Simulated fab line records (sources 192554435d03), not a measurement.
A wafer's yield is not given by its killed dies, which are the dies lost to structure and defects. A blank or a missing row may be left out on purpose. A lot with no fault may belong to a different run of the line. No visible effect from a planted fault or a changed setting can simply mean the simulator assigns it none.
Which tool was responsible? || flow n5_finfet || 9 lots, 27 wafers sampled, at 2 steps of a route of 1938

## WHAT THE GAUGES READ, wafer by wafer
N5_BEOL_M15_OVL_MEAS_11.
{"lot": "L893", "measured": "day 10 17:59", "on": "overlay-01", "V14_OVL (nm)": "-3 3 -2"}
{"lot": "L895", "measured": "day 11 12:51", "on": "overlay-01", "V14_OVL (nm)": "-3 0 7"}
{"lot": "L894", "measured": "day 11 17:01", "on": "overlay-01", "V14_OVL (nm)": "-11 -7 1"}
{"lot": "L896", "measured": "day 12 00:12", "on": "overlay-01", "V14_OVL (nm)": "2 1 2"}
{"lot": "L898", "measured": "day 12 15:16", "on": "overlay-01", "V14_OVL (nm)": "4 -3 2"}
{"lot": "L909", "measured": "day 15 12:50", "on": "overlay-02", "V14_OVL (nm)": "-4 0 7"}
{"lot": "L910", "measured": "day 15 15:49", "on": "overlay-02", "V14_OVL (nm)": "-9 -8 -8"}
{"lot": "L911", "measured": "day 15 16:13", "on": "overlay-02", "V14_OVL (nm)": "-12 -18 -10"}
{"lot": "L912", "measured": "day 16 03:12", "on": "overlay-02", "V14_OVL (nm)": "-10 -10 0"}

## TOOL THAT RAN EACH LOT (tool first, then ch and the chambers of the sampled wafers, then the start)
{"lot": "L893", "N5_BEOL_M15_ILD_DEP_00": "pecvd-04 ch 0,1,2, day 10 17:17"}
{"lot": "L895", "N5_BEOL_M15_ILD_DEP_00": "pecvd-02 ch 0,2, day 11 12:08"}
{"lot": "L894", "N5_BEOL_M15_ILD_DEP_00": "pecvd-01 ch 0,1,2, day 11 16:17"}
{"lot": "L896", "N5_BEOL_M15_ILD_DEP_00": "pecvd-02 ch 0,1, day 11 23:36"}
{"lot": "L898", "N5_BEOL_M15_ILD_DEP_00": "pecvd-02 ch 0,1,2, day 12 14:34"}
{"lot": "L909", "N5_BEOL_M15_ILD_DEP_00": "pecvd-02 ch 0,1,2, day 15 12:21"}
{"lot": "L910", "N5_BEOL_M15_ILD_DEP_00": "pecvd-02 ch 0,1,2, day 15 15:14"}
{"lot": "L911", "N5_BEOL_M15_ILD_DEP_00": "pecvd-02 ch 1,2, day 15 15:31"}
{"lot": "L912", "N5_BEOL_M15_ILD_DEP_00": "pecvd-01 ch 0,2, day 16 02:37"}
- N5_BEOL_M15_ILD_DEP_00: deposits SiO2 from TEOS/O2, target thk 1629.3 nm, time 346.1 s.

## THE ANSWER, worked out from the rows above alone
Rule: what is usual is taken from the lots themselves. The widest of any qualifying gaps counts: lots, ordered by their means at a reading, are off when they make up no more than a third of the lots, leave a main group of 4 or more, and stand apart from it by 3 or more times the standard deviation of that group's means. A main group is skipped when, at the precision printed for the reading in the tables above, its means are all equal. A lot without any number at a reading at which 4 lots or more have one is off too. All remaining lots with rows at the step are treated as sound.
Across all readings shown, no lot is off: no conclusion can be drawn from this.

## WHAT THE SIMULATOR HAD PUT IN
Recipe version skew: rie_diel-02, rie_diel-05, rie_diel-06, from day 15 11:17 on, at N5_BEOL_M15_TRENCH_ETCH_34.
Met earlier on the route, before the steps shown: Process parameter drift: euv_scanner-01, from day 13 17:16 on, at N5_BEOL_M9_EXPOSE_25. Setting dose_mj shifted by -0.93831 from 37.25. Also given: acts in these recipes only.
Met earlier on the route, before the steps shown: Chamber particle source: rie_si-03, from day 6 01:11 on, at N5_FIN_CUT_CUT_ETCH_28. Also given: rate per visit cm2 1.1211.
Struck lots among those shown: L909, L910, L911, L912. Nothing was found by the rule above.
